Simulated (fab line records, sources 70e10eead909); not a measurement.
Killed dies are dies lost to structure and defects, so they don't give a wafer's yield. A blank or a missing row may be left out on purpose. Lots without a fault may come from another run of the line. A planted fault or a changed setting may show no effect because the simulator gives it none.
Chamber matching | flow nand_harc | NHARC_A_M1_CMP_23 on cmp-04: 4 sister chambers
The step polishes, t overpolish 20 s, target thk 154.34 nm. 16 wafers are shown with their chamber, then 8 later ones without.

WAFERS WITH THEIR CHAMBER
wafer  | chamber | motor_current_A (A) | time_to_endpoint_s (s)
L077.3 | 2       | 11.9                | 27.6
L077.4 | 1       | 12.1                | 26.4
L077.5 | 1       | 12.7                | 30.0
L077.1 | 0       | 10.6                | 32.3
L077.2 | 3       | 12.2                | 32.4
L077.6 | 2       | 11.6                | 28.6
L080.3 | 0       | 10.8                | 28.4
L080.4 | 2       | 12.0                | 27.6
L080.6 | 0       | 10.7                | 29.8
L084.2 | 2       | 12.3                | 28.9
L084.4 | 3       | 12.1                | 30.6
L084.5 | 0       | 10.6                | 29.4
L084.1 | 0       | 10.6                | 28.8
L084.3 | 1       | 13.0                | 25.9
L084.6 | 3       | 12.9                | 32.6
L085.1 | 1       | 12.2                | 27.4

SIGNATURES (means of the wafers above)
reading            | chamber 0 | chamber 1 | chamber 2 | chamber 3 | scatter within a chamber
motor_current_A    | 10.660    | 12.500    | 11.950    | 12.400    | 0.316
time_to_endpoint_s | 29.740    | 27.425    | 28.175    | 31.867    | 1.39
Rule: a wafer's distance from a chamber is the root of the sum, over the readings, of the square of ((its reading less the chamber's mean) divided by the reading's scatter). The wafer belongs to the nearest chamber; if the next one is less than 2 further off, it can't be placed. The scatter: the root of (the sum of the squares of (reading less its chamber's mean) over the shown wafers, divided by (wafers less chambers)).

WAFERS WITHOUT THEIR CHAMBER
wafer  | motor_current_A (A) | time_to_endpoint_s (s)
L085.3 | 10.9                | 28.9
L085.6 | 12.4                | 25.1
L093.3 | 11.5                | 28.5
L093.4 | 12.5                | 31.1
L093.5 | 12.5                | 30.7
L097.3 | 12.0                | 29.3
L097.4 | 12.0                | 34.7
L097.5 | 12.5                | 36.6

WHICH CHAMBER EACH WENT THROUGH
wafer  | from the rows above          | in truth
L085.3 | 0                            | 0
L085.6 | can't be placed: 1 or 2      | 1
L093.3 | can't be placed: 2 or 0 or 1 | 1
L093.4 | 3                            | 3
L093.5 | can't be placed: 3 or 1 or 2 | 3
L097.3 | can't be placed: 2 or 1 or 3 | 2
L097.4 | 3                            | 3
L097.5 | 3                            | 3
Placed correctly: 4 of 8. Can't be placed from these rows: 4 (the true chamber is among the candidates in 4). Placed wrongly: 0.
